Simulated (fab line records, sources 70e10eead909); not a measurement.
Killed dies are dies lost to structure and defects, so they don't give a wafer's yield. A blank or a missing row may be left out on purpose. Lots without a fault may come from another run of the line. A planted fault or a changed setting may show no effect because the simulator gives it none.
Which tool did it? | flow nand_harc | 22 lots, 66 wafers sampled, at 6 steps of a route of 1159

WHAT THE GAUGES READ, wafer by wafer
The record holds no reading of a measuring or inspecting step that can be judged against a usual standard deviation.

WHICH TOOL RAN EACH LOT (tool, then ch and the chambers of the sampled wafers, then the start)
lot  | NHARC_A_STAIRCASE_TRIM_224                    | NHARC_A_STAIRCASE_TRIM_235                    | NHARC_A_STAIRCASE_ETCH_313         | NHARC_A_STAIRCASE_HM_OPEN_463                 | NHARC_A_STAIRCASE_ETCH_315                    | NHARC_A_STAIRCASE_ETCHBACK_416
L074 | rie_diel-04 ch 0,1,3, day 11 19:11 or earlier | rie_diel-04 ch 2,3, day 11 19:11 or earlier   | rie_diel-04 ch 1,3, day 11 19:11   | rie_diel-04 ch 1,2,3, no start                | rie_diel-04 ch 1,2,3, no start                | rie_diel-01 ch 0,2, no start
L075 | rie_diel-01 ch 0,2, day 12 05:32 or earlier   | rie_diel-04 ch 0,3, day 12 05:32 or earlier   | rie_diel-01 ch 0,3, day 12 05:32   | rie_diel-01 ch 1,2, no start                  | rie_diel-01 ch 1,2, no start                  | rie_diel-01 ch 0,1,2, no start
L077 | rie_diel-02 ch 1,2,3, day 12 06:19 or earlier | rie_diel-01 ch 0,3, day 12 06:19 or earlier   | rie_diel-02 ch 1,2,3, day 12 06:19 | rie_diel-02 ch 0,1, no start                  | rie_diel-02 ch 0,1,2, no start                | rie_diel-04 ch 1,2, no start
L076 | rie_diel-04 ch 1,2,3, day 12 08:09 or earlier | rie_diel-04 ch 0,1,3, day 12 08:09 or earlier | rie_diel-04 ch 1,2,3, day 12 08:09 | rie_diel-04 ch 0,2,3, no start                | rie_diel-04 ch 0,1,3, no start                | rie_diel-04 ch 0,2, no start
L079 | rie_diel-01 ch 2,3, day 12 16:53 or earlier   | rie_diel-04 ch 0,1, day 12 16:53 or earlier   | rie_diel-01 ch 0,1,2, day 12 16:53 | rie_diel-01 ch 2,3, no start                  | rie_diel-01 ch 1,2,3, no start                | rie_diel-01 ch 1,2, no start
L078 | rie_diel-04 ch 0,2,3, day 12 20:42 or earlier | rie_diel-01 ch 0,3, day 12 20:42 or earlier   | rie_diel-04 ch 0,1,3, day 12 20:42 | rie_diel-04 ch 1,2, no start                  | rie_diel-04 ch 0,2,3, no start                | rie_diel-02 ch 0,3, no start
L081 | rie_diel-01 ch 1,2,3, day 13 00:11 or earlier | rie_diel-01 ch 0,1, day 13 00:11 or earlier   | rie_diel-04 ch 1,2, day 13 00:11   | rie_diel-04 ch 2,3, no start                  | rie_diel-04 ch 1,2,3, no start                | rie_diel-01 ch 2,3, no start
L080 | rie_diel-01 ch 0,1,2, day 13 01:44 or earlier | rie_diel-04 ch 0,1,2, day 13 01:44 or earlier | rie_diel-01 ch 0,1,2, day 13 01:44 | rie_diel-01 ch 0,1,3, no start                | rie_diel-01 ch 0,3, no start                  | rie_diel-01 ch 0,2, no start
L082 | rie_diel-02 ch 0,1,3, day 13 18:04 or earlier | rie_diel-01 ch 0,1,2, day 13 18:04 or earlier | rie_diel-04 ch 0,1,3, day 13 18:04 | rie_diel-04 ch 0,2,3, no start                | rie_diel-04 ch 0,1,2, no start                | rie_diel-01 ch 0,1,3, no start
L083 | rie_diel-01 ch 0,2,3, day 13 19:59 or earlier | rie_diel-02 ch 0,2,3, day 13 19:59 or earlier | rie_diel-02 ch 0,3, day 13 19:59   | rie_diel-02 ch 0,1,2, no start                | rie_diel-02 ch 1,2, no start                  | rie_diel-02 ch 1,2,3, no start
L084 | rie_diel-01 ch 0,1,3, day 14 12:42 or earlier | rie_diel-01 ch 0,1,2, day 14 12:42 or earlier | rie_diel-04 ch 0,2,3, day 14 12:42 | rie_diel-04 ch 0,2, no start                  | rie_diel-04 ch 2,3, no start                  | rie_diel-04 ch 2,3, no start
L088 | rie_diel-04 ch 1,2, day 15 01:28 or earlier   | rie_diel-04 ch 1,2,3, day 15 01:28 or earlier | rie_diel-01 ch 0,3, day 15 01:28   | rie_diel-01 ch 0,1,3, no start                | rie_diel-01 ch 0,1, no start                  | rie_diel-04 ch 0,3, no start
L087 | rie_diel-04 ch 0,2,3, day 15 05:40 or earlier | rie_diel-04 ch 0,1,3, day 15 05:40 or earlier | rie_diel-02 ch 0,1,2, day 15 05:40 | rie_diel-02 ch 0,2,3, no start                | rie_diel-02 ch 0,1,3, no start                | rie_diel-01 ch 1,2,3, no start
L086 | rie_diel-01 ch 0,1,2, day 15 05:38 or earlier | rie_diel-01 ch 0,1,3, day 15 05:38 or earlier | rie_diel-01 ch 0,2,3, day 15 05:38 | rie_diel-01 ch 1,2,3, no start                | rie_diel-01 ch 1,2,3, no start                | rie_diel-04 ch 1,2,3, no start
L089 | rie_diel-01 ch 0,2,3, day 15 14:37 or earlier | rie_diel-01 ch 0,1,2, day 15 14:37 or earlier | rie_diel-01 ch 1,2,3, day 15 14:37 | rie_diel-01 ch 0,2,3, no start                | rie_diel-01 ch 0,1,2, no start                | rie_diel-01 ch 0,1,2, no start
L090 | rie_diel-04 ch 0,1,2, day 15 20:46 or earlier | rie_diel-01 ch 0,3, day 15 20:46 or earlier   | rie_diel-02 ch 0,2, day 15 20:46   | rie_diel-02 ch 0,1,2, no start                | rie_diel-02 ch 0,1,2, no start                | rie_diel-01 ch 0,1,3, no start
L092 | rie_diel-01 ch 0,1,2, day 16 02:06 or earlier | rie_diel-01 ch 1,2, day 16 02:06 or earlier   | rie_diel-01 ch 0,2, day 16 02:06   | rie_diel-01 ch 0,3, no start                  | rie_diel-01 ch 0,2, no start                  | rie_diel-04 ch 1,2, no start
L094 | rie_diel-02 ch 1,2,3, day 16 08:41 or earlier | rie_diel-01 ch 1,2,3, day 16 08:41 or earlier | rie_diel-01 ch 1,2,3, day 16 08:41 | rie_diel-01 ch 0,1,3, no start                | rie_diel-01 ch 1,2,3, no start                | rie_diel-02 ch 0,2,3, no start
L093 | rie_diel-04 ch 0,2, day 16 10:15 or earlier   | rie_diel-02 ch 0,2, day 16 10:15 or earlier   | rie_diel-01 ch 1,2,3, day 16 10:15 | rie_diel-01 ch 0,3, no start                  | rie_diel-01 ch 2,3, no start                  | rie_diel-04 ch 1,3, no start
L095 | rie_diel-04 ch 0,2, day 16 23:34 or earlier   | rie_diel-01 ch 0,1,2, day 16 23:34 or earlier | rie_diel-04 ch 0,2,3, day 16 23:34 | rie_diel-04 ch 1,2,3, day 17 05:26 or earlier | rie_diel-04 ch 0,2,3, day 17 05:26 or earlier | rie_diel-04 ch 0,1,3, day 17 05:26
L097 | rie_diel-02 ch 0,1,3, day 17 07:07 or earlier | rie_diel-02 ch 1,2,3, day 17 07:07 or earlier | rie_diel-02 ch 0,1,3, day 17 07:07 | rie_diel-02 ch 0,3, no start                  | rie_diel-02 ch 1,2,3, no start                | rie_diel-01 ch 0,1, no start
L096 | rie_diel-01 ch 0,2, day 17 15:48 or earlier   | rie_diel-01 ch 0,1,2, day 17 15:48 or earlier | rie_diel-04 ch 0,1,2, day 17 15:48 | rie_diel-04 ch 0,2,3, no start                | rie_diel-04 ch 0,1,2, no start                | rie_diel-04 ch 1,2, no start
- NHARC_A_STAIRCASE_TRIM_224: chemistry O2, time 211.2 s.
- NHARC_A_STAIRCASE_TRIM_235: chemistry O2, time 211.2 s.
- NHARC_A_STAIRCASE_ETCH_313: etches the open film in CF4/CHF3.
- NHARC_A_STAIRCASE_HM_OPEN_463: chemistry O2/COS.
- NHARC_A_STAIRCASE_ETCH_315: etches the open film in C4F8/O2/Ar, target depth 2500 nm, time 607.1 s.
- NHARC_A_STAIRCASE_ETCHBACK_416: etches the open film in C4F8/O2/Ar, target depth 36 nm, time 7.2 s.

WHAT THE TOOLS THEMSELVES READ (means of the sampled wafers that have a number; where no wafer has one, the mark that the record gives instead)
NHARC_A_STAIRCASE_TRIM_224. Usual: drypump_motor_current_A 5.5 A, standard deviation 0.43; oes_product_au 1.003 a.u., standard deviation 0.0096; rf_vpp_V 57.7 V, standard deviation 0.87; showerhead_plenum_p_Torr 3.47 Torr, standard deviation 0.12; throttle_valve_pct 17.038 %, standard deviation 0.0084.
lot  | tool        | drypump_motor_current_A (A) | oes_product_au (a.u.) | rf_vpp_V (V) | showerhead_plenum_p_Torr (Torr) | throttle_valve_pct (%) | flag
L074 | rie_diel-04 | 5.3                         | 1.003                 | 57.7         | 3.49                            | 17.053                 |
L075 | rie_diel-01 | 6.0                         | 1.014                 | 57.3         | 3.35                            | 17.033                 |
L077 | rie_diel-02 | 5.4                         | 1.003                 | 58.3         | 3.47                            | 17.034                 |
L076 | rie_diel-04 | 5.3                         | 0.997                 | 57.5         | 3.47                            | 17.038                 |
L079 | rie_diel-01 | 5.6                         | 1.005                 | 57.3         | 3.52                            | 17.042                 |
L078 | rie_diel-04 | 5.6                         | 0.999                 | 58.2         | 3.46                            | 17.038                 |
L081 | rie_diel-01 | 5.5                         | 0.998                 | 57.4         | 3.43                            | 17.038                 |
L080 | rie_diel-01 | 5.7                         | 1.007                 | 57.9         | 3.34                            | 17.042                 |
L082 | rie_diel-02 | 5.6                         | 1.011                 | 57.7         | 3.53                            | 17.035                 |
L083 | rie_diel-01 | 5.8                         | 1.006                 | 56.9         | 3.44                            | 17.040                 |
L084 | rie_diel-01 | 5.3                         | 1.007                 | 57.8         | 3.38                            | 17.031                 |
L088 | rie_diel-04 | 5.2                         | 1.013                 | 57.7         | 3.51                            | 17.037                 |
L087 | rie_diel-04 | 5.6                         | 0.996                 | 58.7         | 3.45                            | 17.039                 |
L086 | rie_diel-01 | 5.6                         | 0.999                 | 57.5         | 3.51                            | 17.038                 |
L089 | rie_diel-01 | 5.8                         | 0.996                 | 57.3         | 3.43                            | 17.041                 |
L090 | rie_diel-04 | 5.4                         | 1.007                 | 57.2         | 3.50                            | 17.042                 |
L092 | rie_diel-01 | 5.6                         | 1.000                 | 57.3         | 3.51                            | 17.041                 |
L094 | rie_diel-02 | 5.4                         | 1.009                 | 58.5         | 3.63                            | 17.045                 |
L093 | rie_diel-04 | 5.8                         | 1.002                 | 57.8         | 3.49                            | 17.039                 |
L095 | rie_diel-04 | 5.7                         | 0.999                 | 57.5         | 3.49                            | 17.037                 |
L097 | rie_diel-02 | 5.6                         | 1.016                 | 57.9         | 3.52                            | 17.036                 |
L096 | rie_diel-01 | 6.1                         | 0.998                 | 58.0         | 3.37                            | 17.035                 |

NHARC_A_STAIRCASE_TRIM_235. Usual: drypump_motor_current_A 5.5 A, standard deviation 0.46; oes_product_au 1.005 a.u., standard deviation 0.01; rf_vpp_V 57.7 V, standard deviation 0.88; showerhead_plenum_p_Torr 3.48 Torr, standard deviation 0.16; throttle_valve_pct 17.036 %, standard deviation 0.0098.
lot  | tool        | drypump_motor_current_A (A) | oes_product_au (a.u.) | rf_vpp_V (V) | showerhead_plenum_p_Torr (Torr) | throttle_valve_pct (%) | flag
L074 | rie_diel-04 | 5.7                         | 1.011                 | 57.3         | 3.46                            | 17.038                 |
L075 | rie_diel-04 | 5.4                         | 1.002                 | 58.0         | 3.43                            | 17.043                 |
L077 | rie_diel-01 | 5.7                         | 1.009                 | 57.2         | 3.40                            | 17.044                 |
L076 | rie_diel-04 | 5.3                         | 1.005                 | 57.9         | 3.48                            | 17.040                 |
L079 | rie_diel-04 | 5.4                         | 1.001                 | 57.4         | 3.52                            | 17.036                 |
L078 | rie_diel-01 | 5.7                         | 1.010                 | 57.0         | 3.40                            | 17.042                 |
L081 | rie_diel-01 | 5.5                         | 1.018                 | 57.6         | 3.30                            | 17.037                 |
L080 | rie_diel-04 | 5.5                         | 1.010                 | 58.9         | 3.51                            | 17.030                 |
L082 | rie_diel-01 | 5.7                         | 1.012                 | 57.3         | 3.34                            | 17.035                 |
L083 | rie_diel-02 | 5.5                         | 1.013                 | 57.6         | 3.43                            | 17.038                 |
L084 | rie_diel-01 | 5.6                         | 1.011                 | 57.4         | 3.33                            | 17.041                 |
L088 | rie_diel-04 | 5.4                         | 0.994                 | 57.3         | 3.46                            | 17.044                 |
L087 | rie_diel-04 | 5.3                         | 0.999                 | 58.1         | 3.47                            | 17.023                 |
L086 | rie_diel-01 | 5.4                         | 1.002                 | 58.5         | 3.56                            | 17.038                 |
L089 | rie_diel-01 | 5.7                         | 1.000                 | 58.0         | 3.51                            | 17.036                 |
L090 | rie_diel-01 | 5.7                         | 0.999                 | 57.4         | 3.39                            | 17.030                 |
L092 | rie_diel-01 | 5.3                         | 0.994                 | 57.8         | 3.67                            | 17.040                 |
L094 | rie_diel-01 | 5.5                         | 1.006                 | 57.6         | 3.59                            | 17.028                 |
L093 | rie_diel-02 | 5.5                         | 1.009                 | 58.7         | 3.69                            | 17.034                 |
L095 | rie_diel-01 | 5.6                         | 0.997                 | 57.1         | 3.50                            | 17.038                 |
L097 | rie_diel-02 | 5.4                         | 1.013                 | 58.0         | 3.63                            | 17.036                 |
L096 | rie_diel-01 | 5.6                         | 1.004                 | 57.7         | 3.50                            | 17.034                 |

NHARC_A_STAIRCASE_ETCH_313. Usual: chf3_flow_sccm 30.00 sccm, standard deviation 0.089; drypump_motor_current_A 5.5 A, standard deviation 0.43; oes_product_au 0.944 a.u., standard deviation 0.021; rf_vpp_V 369.9 V, standard deviation 2.2; showerhead_plenum_p_Torr 1.56 Torr, standard deviation 0.064; throttle_valve_pct 16.803 %, standard deviation 0.0087.
lot  | tool        | chf3_flow_sccm (sccm) | drypump_motor_current_A (A) | oes_product_au (a.u.) | rf_vpp_V (V) | showerhead_plenum_p_Torr (Torr) | throttle_valve_pct (%) | flag
L074 | rie_diel-04 | 30.01                 | 5.0                         | 0.981                 | 369.8        | 1.56                            | 16.805                 |
L075 | rie_diel-01 | 30.09                 | 5.7                         | 0.976                 | 368.0        | 1.51                            | 16.799                 |
L077 | rie_diel-02 | 30.00                 | 5.4                         | 0.934                 | 369.7        | 1.55                            | 16.796                 |
L076 | rie_diel-04 | 29.96                 | 5.4                         | 0.945                 | 370.2        | 1.55                            | 16.800                 |
L079 | rie_diel-01 | 29.96                 | 5.6                         | 0.932                 | 367.3        | 1.49                            | 16.807                 |
L078 | rie_diel-04 | 29.99                 | 5.2                         | 0.931                 | 369.3        | 1.55                            | 16.804                 |
L081 | rie_diel-04 | 30.08                 | 5.5                         | 0.937                 | 369.9        | 1.56                            | 16.804                 |
L080 | rie_diel-01 | 30.06                 | 5.6                         | 0.979                 | 366.6        | 1.49                            | 16.806                 |
L082 | rie_diel-04 | 30.03                 | 5.3                         | 0.938                 | 369.8        | 1.55                            | 16.806                 |
L083 | rie_diel-02 | 29.95                 | 5.6                         | 0.923                 | 369.7        | 1.56                            | 16.803                 |
L084 | rie_diel-04 | 29.99                 | 5.6                         | 0.923                 | 369.8        | 1.54                            | 16.797                 |
L088 | rie_diel-01 | 29.95                 | 5.5                         | 0.924                 | 369.6        | 1.55                            | 16.809                 |
L087 | rie_diel-02 | 30.06                 | 5.5                         | 0.971                 | 371.8        | 1.61                            | 16.802                 |
L086 | rie_diel-01 | 29.98                 | 5.8                         | 0.949                 | 368.9        | 1.53                            | 16.810                 |
L089 | rie_diel-01 | 29.97                 | 5.5                         | 0.923                 | 371.7        | 1.60                            | 16.795                 |
L090 | rie_diel-02 | 29.94                 | 5.5                         | 0.974                 | 373.2        | 1.65                            | 16.796                 |
L092 | rie_diel-01 | 29.92                 | 6.0                         | 0.936                 | 367.6        | 1.49                            | 16.808                 |
L094 | rie_diel-01 | 29.98                 | 5.4                         | 0.982                 | 371.3        | 1.60                            | 16.803                 |
L093 | rie_diel-01 | 30.02                 | 5.4                         | 0.969                 | 371.0        | 1.60                            | 16.800                 |
L095 | rie_diel-04 | 30.07                 | 5.6                         | 0.926                 | 369.2        | 1.54                            | 16.806                 |
L097 | rie_diel-02 | 29.94                 | 5.6                         | 0.944                 | 370.4        | 1.57                            | 16.796                 |
L096 | rie_diel-04 | 30.05                 | 5.4                         | 0.925                 | 370.0        | 1.56                            | 16.803                 |

NHARC_A_STAIRCASE_HM_OPEN_463. Usual: drypump_motor_current_A 5.5 A, standard deviation 0.44; oes_product_au 1.005 a.u., standard deviation 0.0093; rf_vpp_V 466.5 V, standard deviation 2.7; showerhead_plenum_p_Torr 3.09 Torr, standard deviation 0.12; throttle_valve_pct 28.330 %, standard deviation 0.0099.
lot  | tool        | drypump_motor_current_A (A) | oes_product_au (a.u.) | rf_vpp_V (V) | showerhead_plenum_p_Torr (Torr) | throttle_valve_pct (%) | flag
L074 | rie_diel-04 | 5.4                         | 1.009                 | 466.6        | 3.07                            | 28.333                 |
L075 | rie_diel-01 | 5.7                         | 1.005                 | 464.9        | 2.99                            | 28.325                 |
L077 | rie_diel-02 | 5.7                         | 1.016                 | 468.0        | 3.14                            | 28.320                 |
L076 | rie_diel-04 | 5.5                         | 1.003                 | 466.3        | 3.07                            | 28.328                 |
L079 | rie_diel-01 | 5.9                         | 1.005                 | 465.9        | 3.07                            | 28.329                 |
L078 | rie_diel-04 | 5.2                         | 1.016                 | 466.6        | 3.11                            | 28.326                 |
L081 | rie_diel-04 | 5.4                         | 1.006                 | 464.2        | 3.02                            | 28.335                 |
L080 | rie_diel-01 | 5.4                         | 1.010                 | 464.9        | 3.00                            | 28.322                 |
L082 | rie_diel-04 | 5.6                         | 0.993                 | 465.7        | 3.06                            | 28.332                 |
L083 | rie_diel-02 | 5.6                         | 1.009                 | 464.8        | 3.05                            | 28.331                 |
L084 | rie_diel-04 | 5.7                         | 1.002                 | 467.2        | 3.10                            | 28.322                 |
L088 | rie_diel-01 | 5.4                         | 1.003                 | 466.6        | 3.15                            | 28.337                 |
L087 | rie_diel-02 | 5.5                         | 1.016                 | 468.2        | 3.19                            | 28.328                 |
L086 | rie_diel-01 | 5.5                         | 0.991                 | 468.7        | 3.18                            | 28.341                 |
L089 | rie_diel-01 | 5.8                         | 0.995                 | 465.9        | 3.03                            | 28.326                 |
L090 | rie_diel-02 | 5.6                         | 1.008                 | 468.3        | 3.20                            | 28.323                 |
L092 | rie_diel-01 | 5.6                         | 0.999                 | 465.6        | 3.07                            | 28.317                 |
L094 | rie_diel-01 | 5.4                         | 0.999                 | 467.8        | 3.14                            | 28.337                 |
L093 | rie_diel-01 | 5.6                         | 0.992                 | 466.0        | 3.06                            | 28.332                 |
L095 | rie_diel-04 | 5.4                         | 1.005                 | 465.3        | 3.05                            | 28.335                 |
L097 | rie_diel-02 | 5.8                         | 1.012                 | 466.3        | 3.08                            | 28.333                 |
L096 | rie_diel-04 | 5.6                         | 1.004                 | 464.9        | 3.04                            | 28.330                 |

NHARC_A_STAIRCASE_ETCH_315. Usual: oes_product_au 0.936 a.u., standard deviation 0.01; rf_vpp_V 1824 V, standard deviation 11.
lot  | tool        | oes_product_au (a.u.) | rf_vpp_V (V) | flag
L074 | rie_diel-04 | 0.946                 | 1823         |
L075 | rie_diel-01 | 0.927                 | 1816         |
L077 | rie_diel-02 | 0.938                 | 1822         |
L076 | rie_diel-04 | 0.930                 | 1824         |
L079 | rie_diel-01 | 0.930                 | 1820         |
L078 | rie_diel-04 | 0.938                 | 1822         |
L081 | rie_diel-04 | 0.935                 | 1822         |
L080 | rie_diel-01 | 0.951                 | 1816         |
L082 | rie_diel-04 | 0.935                 | 1826         |
L083 | rie_diel-02 | 0.930                 | 1816         |
L084 | rie_diel-04 | 0.922                 | 1820         |
L088 | rie_diel-01 | 0.931                 | 1834         |
L087 | rie_diel-02 | 0.943                 | 1826         |
L086 | rie_diel-01 | 0.929                 | 1832         |
L089 | rie_diel-01 | 0.933                 | 1824         |
L090 | rie_diel-02 | 0.956                 | 1832         |
L092 | rie_diel-01 | 0.935                 | 1816         |
L094 | rie_diel-01 | 0.947                 | 1832         |
L093 | rie_diel-01 | 0.931                 | 1821         |
L095 | rie_diel-04 | 0.927                 | 1821         |
L097 | rie_diel-02 | 0.939                 | 1835         |
L096 | rie_diel-04 | 0.948                 | 1824         |

NHARC_A_STAIRCASE_ETCHBACK_416. Usual: oes_product_au 0.94 a.u., standard deviation 0.031; rf_vpp_V 721 V, standard deviation 3.9.
lot  | tool        | oes_product_au (a.u.) | rf_vpp_V (V) | flag
L074 | rie_diel-01 | 1.01                  | 719          |
L075 | rie_diel-01 | 0.93                  | 719          |
L077 | rie_diel-04 | 0.93                  | 722          |
L076 | rie_diel-04 | 0.94                  | 722          |
L079 | rie_diel-01 | 0.93                  | 718          |
L078 | rie_diel-02 | 0.92                  | 722          |
L081 | rie_diel-01 | 1.00                  | 722          |
L080 | rie_diel-01 | 0.94                  | 718          |
L082 | rie_diel-01 | 0.93                  | 718          |
L083 | rie_diel-02 | 0.93                  | 721          |
L084 | rie_diel-04 | 0.92                  | 720          |
L088 | rie_diel-04 | 1.00                  | 719          |
L087 | rie_diel-01 | 0.99                  | 726          |
L086 | rie_diel-04 | 0.93                  | 721          |
L089 | rie_diel-01 | 0.93                  | 722          |
L090 | rie_diel-01 | 0.93                  | 723          |
L092 | rie_diel-04 | 0.93                  | 722          |
L094 | rie_diel-02 | 0.94                  | 725          |
L093 | rie_diel-04 | 0.92                  | 722          |
L095 | rie_diel-04 | 0.93                  | 721          |
L097 | rie_diel-01 | 0.92                  | 722          |
L096 | rie_diel-04 | 0.93                  | 722          |

THE ANSWER, worked out from the rows above alone
Rule: a lot is off if the mean of its wafers that have a number lies more than 3 standard deviations from the usual mean. A lot without any number at a reading at which 4 lots or more have one is off too. The other lots that the step has rows for count as sound. The gauges are gone through in route order, then the tools' own readings, and for those a lot's mean is taken as printed above. The first step at which some lot is off is used, and at that step the reading that is off furthest; a lot without a number counts as furthest.
No lot is off at any reading shown: from this, nothing can be told.

WHAT THE SIMULATOR HAD PUT IN
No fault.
